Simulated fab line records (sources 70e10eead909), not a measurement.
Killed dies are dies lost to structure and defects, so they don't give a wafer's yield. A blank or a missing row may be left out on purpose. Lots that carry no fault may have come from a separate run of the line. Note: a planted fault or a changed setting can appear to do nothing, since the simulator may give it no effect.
Which tool is to blame? / flow nand-harc / 72 wafers sampled from 24 lots at 1 step of a route of 1159

## WHAT THE GAUGES READ, wafer by wafer
NHARC_A_SIN_REMOVE_INSPECT_04.
lot=L077; measured=day 15 02:31; on=defect-inspect-01; raw-defect-count=482 278 289
lot=L075; measured=day 15 02:31; on=defect-inspect-02; raw-defect-count=185 234 201
lot=L076; measured=day 15 02:32; on=defect-inspect-02; raw-defect-count=360 334 490
lot=L074; measured=day 15 10:19; on=defect-inspect-01; raw-defect-count=281 284 245
lot=L079; measured=day 15 10:19; on=defect-inspect-02; raw-defect-count=276 235 289
lot=L078; measured=day 15 10:20; on=defect-inspect-01; raw-defect-count=442 303 559
lot=L082; measured=day 16 22:13; on=defect-inspect-02; raw-defect-count=281 262 266
lot=L081; measured=day 16 22:13; on=defect-inspect-01; raw-defect-count=441 342 275
lot=L084; measured=day 17 09:58; on=defect-inspect-02; raw-defect-count=374 358 360
lot=L083; measured=day 17 09:58; on=defect-inspect-01; raw-defect-count=441 372 314
lot=L080; measured=day 17 10:00; on=defect-inspect-02; raw-defect-count=369 413 341
lot=L085; measured=day 17 14:40; on=defect-inspect-01; raw-defect-count=292 326 352
lot=L088; measured=day 17 14:40; on=defect-inspect-02; raw-defect-count=341 314 283
lot=L086; measured=day 18 00:14; on=defect-inspect-02; raw-defect-count=246 218 327
lot=L087; measured=day 18 05:17; on=defect-inspect-02; raw-defect-count=317 265 278
lot=L090; measured=day 18 10:35; on=defect-inspect-02; raw-defect-count=390 386 307
lot=L089; measured=day 18 10:35; on=defect-inspect-01; raw-defect-count=282 426 317
lot=L093; measured=day 19 01:05; on=defect-inspect-02; raw-defect-count=320 425 450
lot=L092; measured=day 19 01:06; on=defect-inspect-01; raw-defect-count=318 210 383
lot=L091; measured=day 19 05:49; on=defect-inspect-01; raw-defect-count=337 245 338
lot=L094; measured=day 19 23:24; on=defect-inspect-02; raw-defect-count=300 324 234
lot=L095; measured=day 20 04:12; on=defect-inspect-01; raw-defect-count=184 197 310
lot=L096; measured=day 20 09:35; on=defect-inspect-02; raw-defect-count=252 314 273
lot=L097; measured=day 20 14:37; on=defect-inspect-01; raw-defect-count=270 277 311

## WHICH TOOL RAN EACH LOT (tool, then ch and the chambers of the sampled wafers, then the start)
Record: no process step prior to these readings.

## AS READ BY THE TOOLS THEMSELVES (means over the sampled wafers that have a number; for cases with no such wafer, the mark the record gives instead)
The record holds no such reading with a usual standard deviation.

## THE ANSWER, worked out from the rows above alone
Rule: the usual values come from the lots themselves. Put in order of their means at a reading, lots are off if they are a third of the lots or fewer, leave a main group of 4 or more, and stand apart from it by a gap of 3 or more times the standard deviation of the main group's means; of several such gaps the widest counts. A main group whose means are all the same, to the digits that the tables above print for the reading, isn't used. Also off: a lot with no number at a reading for which 4 or more lots have one. Any other lot the step has rows for is counted as sound. After the gauges, taken in route order, come the tools' own readings; for these a lot's mean is taken, as printed above. The first step at which some lot is off is used, and at that step the reading that is off furthest; a lot without a number counts as furthest.
None of the lots is off at any reading shown; this tells nothing.

## WHAT THE SIMULATOR PUT IN
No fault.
